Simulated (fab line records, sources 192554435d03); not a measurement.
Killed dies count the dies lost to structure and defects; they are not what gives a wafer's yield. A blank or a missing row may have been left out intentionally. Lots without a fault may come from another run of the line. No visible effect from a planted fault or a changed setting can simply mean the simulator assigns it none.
Lot-split experiment + flow n5 finfet + route with 1938 steps; 7 lots, 21 wafers read

## ABOUT THE SPLIT
At N5_MOL_CONTACT_COAG_VIA_ETCH_117 (etches SiO2 in C4F6/O2, target depth 40 nm, overetch 8 nm, time 26 s), the setting bias w was moved away from the recipe's 455 W on 10 of the 21 wafers read, by -14.1% to +14.2%. For the rest of the wafers, this setting stayed at what the recipe calls for.

The reading is taken at the split's own step.

## THE READING
rf vpp V, in V, at N5_MOL_CONTACT_COAG_VIA_ETCH_117 (etches SiO2 in C4F6/O2, target depth 40 nm, overetch 8 nm, time 26 s). Fault-free wafers of this fab line usually give 1566 V, standard deviation 32 V.

| wafer  | tool, chamber at the split | bias w as run, W | against the recipe | rf vpp V, V | against lot-mates on the recipe |
|--------|----------------------------|------------------|--------------------|-------------|---------------------------------|
| L074.3 | rie diel-01, 0             | 392              | -13.8%             | 1430        | -109                            |
| L074.4 | rie diel-01, 2             | 455              | recipe             | 1523        | -                               |
| L074.6 | rie diel-01, 1             | 455              | recipe             | 1555        | -                               |
| L083.2 | rie diel-03, 0             | 455              | recipe             | 1536        | -                               |
| L083.3 | rie diel-03, 1             | 390.7            | -14.1%             | 1338        | -198                            |
| L083.6 | rie diel-03, 1             | 390.7            | -14.1%             | 1339        | -197                            |
| L084.1 | rie diel-03, 3             | 455              | recipe             | 1562        | -                               |
| L084.2 | rie diel-03, 0             | 455              | recipe             | 1536        | -                               |
| L084.5 | rie diel-03, 2             | 455              | recipe             | 1610        | -                               |
| L085.1 | rie diel-03, 3             | 455              | recipe             | 1562        | -                               |
| L085.2 | rie diel-03, 2             | 413.9            | -9.0%              | 1499        | -63                             |
| L085.6 | rie diel-03, 2             | 413.9            | -9.0%              | 1499        | -63                             |
| L089.1 | rie diel-03, 0             | 455              | recipe             | 1536        | -                               |
| L089.2 | rie diel-03, 2             | 455              | recipe             | 1611        | -                               |
| L089.4 | rie diel-03, 1             | 455              | recipe             | 1501        | -                               |
| L092.2 | rie diel-01, 0             | 519.4            | +14.2%             | 1763        | +166                            |
| L092.4 | rie diel-01, 3             | 519.4            | +14.2%             | 1734        | +137                            |
| L092.6 | rie diel-01, 0             | 455              | recipe             | 1597        | -                               |
| L096.2 | rie diel-04, 2             | 412.4            | -9.4%              | 1470        | no lot-mate on the recipe       |
| L096.4 | rie diel-04, 0             | 412.4            | -9.4%              | 1482        | no lot-mate on the recipe       |
| L096.5 | rie diel-04, 1             | 412.4            | -9.4%              | 1469        | no lot-mate on the recipe       |

FIT RESULTS
A straight line over all 21 wafers: rf vpp V changes by +12.2 V for each +1% of bias w; r = +0.93; the points scatter about the line by 38 V.
The same after taking each lot's own level away (the mean of its wafers on the recipe; 18 wafers): +10.9 V for each +1%; r = +0.94; scatter 34 V.
That fit puts the effect of the largest move of bias w on the reading at 1.5e+02 V.
From 1536.0 to 1597.0 V: that is the span of the lots' own levels, equal to 1.9 times the standard deviation above.
So the slope is not independent of the lot-to-lot level: the two fits are not the same.
Check: +150 V against its lot-mates is what the line predicts for one of the wafers moved furthest among these (+14.2%) when that wafer is left out of the fit. Against them it came out at +166 V.
Tool readings at the split's step, against how far the setting was moved: rf vpp V r = +0.93.

## OTHER SPLITS APPLIED TO THESE WAFERS
Note: prior to the reading, these wafers also went through further splits. Each is held against what the fit with the lots' levels taken away leaves over:
| other split on the same wafers          | wafers away from the commonest value | r with rf vpp V (lot level and that fit taken away) |
|-----------------------------------------|--------------------------------------|-----------------------------------------------------|
| N5_HKMG_FIN_ETCH_32 bias w              | 8                                    | +0.40                                               |
| N5_GATE_CUT_COAT_07 spin rpm            | 5                                    | +0.10                                               |
| N5_GATE_CUT_EXPOSE_10 dose mj           | 5                                    | -0.31                                               |
| N5_MOL_CONTACT_COAG_SPUTTER_130 power w | 6                                    | -0.09                                               |

## FILE'S OWN FIT
rf vpp V changes by +10.4 V for each +1% of bias w, r = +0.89.
